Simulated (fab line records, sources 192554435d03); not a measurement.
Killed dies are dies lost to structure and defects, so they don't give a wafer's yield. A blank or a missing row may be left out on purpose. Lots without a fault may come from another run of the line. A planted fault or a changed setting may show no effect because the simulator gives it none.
One fault seen from 3 desks | flow n5_finfet | each desk has only its own numbers; what lay behind them comes last

THE METROLOGY DESK
What the gauges read, lot by lot, whatever tool the lot ran on: means of the sampled wafers that have a number. A lot is out of limits, marked OUT, if its mean lies more than 4 standard deviations from the usual mean; the brackets give that distance. Of its 11 readings 7 are shown: those that lie furthest out on some lot.
Columns: A = M0_RS at N5_BEOL_M0_RS_MEAS_126, usual 0.532 ohm/sq; B = DIBL_N at N5_BEOL_M4_RC_MEAS_101, usual 36.4 mV/V; C = DIBL_P at N5_BEOL_M4_RC_MEAS_101, usual 36.3 mV/V; D = IOFF_N at N5_BEOL_M4_RC_MEAS_101, usual 0.162 nA/um; E = ION_N at N5_BEOL_M4_RC_MEAS_101, usual 676 uA/um; F = SS_N at N5_BEOL_M4_RC_MEAS_101, usual 71.5 mV/dec; G = SS_P at N5_BEOL_M4_RC_MEAS_101, usual 73.3 mV/dec
lot  | first seen here | A     | B    | C    | D     | E   | F    | G
L899 | day 6 03:56     | 0.561 | 37.7 | 35.7 | 0.160 | 666 | 71.6 | 72.8
L898 | day 6 06:04     | 0.510 | 37.9 | 36.6 | 0.182 | 675 | 72.2 | 73.7
L903 | day 7 07:34     | 0.531 | 36.6 | 36.8 | 0.173 | 694 | 71.5 | 73.8
L910 | day 9 06:45     | 0.519 | 37.3 | 37.6 | 0.186 | 685 | 71.7 | 73.5
L913 | day 9 15:58     | 0.533 | 35.1 | 35.4 | 0.160 | 683 | 70.9 | 73.7
L914 | day 9 23:55     | 0.509 | 37.2 | 36.6 | 0.156 | 684 | 71.9 | 73.1
L915 | day 10 06:47    | 0.532 | 36.1 | 36.6 | 0.145 | 676 | 71.0 | 72.8
L916 | day 10 15:49    | 0.524 | 38.9 | 37.4 | 0.195 | 675 | 72.5 | 73.9
L920 | day 11 17:12    | 0.538 | 38.7 | 38.9 | 0.202 | 694 | 71.9 | 74.3
This desk's finding: nothing out of limits on any of the 9 lots.

THE DEFECT DESK
What the inspections along the route counted, lot by lot: means of the sampled wafers that have a number. A lot is out of limits, marked OUT, if its mean lies more than 4 standard deviations from the usual mean; the brackets give that distance.
Columns: A = raw_defect_count at N5_BEOL_M1_INSPECT_13, usual 373
lot  | first seen here | A
L899 | day 6 05:22     | 347
L898 | day 6 08:29     | 275
L903 | day 7 08:16     | 461
L910 | day 9 07:57     | 1258 (+11) OUT
L913 | day 9 17:14     | 503
L914 | day 10 01:32    | 695 (+4.2) OUT
L915 | day 10 07:49    | 438
L916 | day 10 17:01    | 413
L920 | day 11 17:58    | 327
This desk's finding: out of limits on L910, L914; first on L910, day 9 07:57 (raw_defect_count at N5_BEOL_M1_INSPECT_13). In limits: L899, L898, L903, L913, L915, L916, L920.

THE TOOL OWNER'S DESK: pecvd-01
The tool's own readings at N5_BEOL_M1_PECVD_72 (deposits SiO2 from TEOS/O2, target thk 16 nm, time 18 s): means of the sampled wafers that have a number, for each lot that ran on this tool. A lot is out of limits, marked OUT, if its mean lies more than 4 standard deviations from the usual mean; the brackets give that distance.
Columns: A = heater_power_w at N5_BEOL_M1_PECVD_72, usual 772 W; B = showerhead_plenum_p_Torr at N5_BEOL_M1_PECVD_72, usual 8.79 Torr; C = throttle_valve_pct at N5_BEOL_M1_PECVD_72, usual 22.1 %
lot  | first seen here | A   | B    | C
L910 | day 9 06:55     | 830 | 8.77 | 21.3
L914 | day 10 00:05    | 843 | 8.76 | 21.5
This desk's finding: nothing out of limits on any of the 2 lots.

PUT TOGETHER
The defect desk could have raised an alarm at day 9 07:57, on L910, L914.
The metrology desk saw nothing out of limits.
The tool owner's desk saw nothing out of limits.
The metrology desk has L910, L914 on record, within its limits.
The tool owner's desk has L910, L914 on record, within its limits.
Of the lots named, all ran N5_BEOL_M1_PECVD_72 on pecvd-01.

WHAT THE SIMULATOR HAD PUT IN
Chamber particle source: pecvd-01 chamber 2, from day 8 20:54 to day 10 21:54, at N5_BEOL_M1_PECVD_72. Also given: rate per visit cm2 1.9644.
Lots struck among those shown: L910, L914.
Hours from the fault's start to each desk's first reading out of limits: the defect desk, 11.
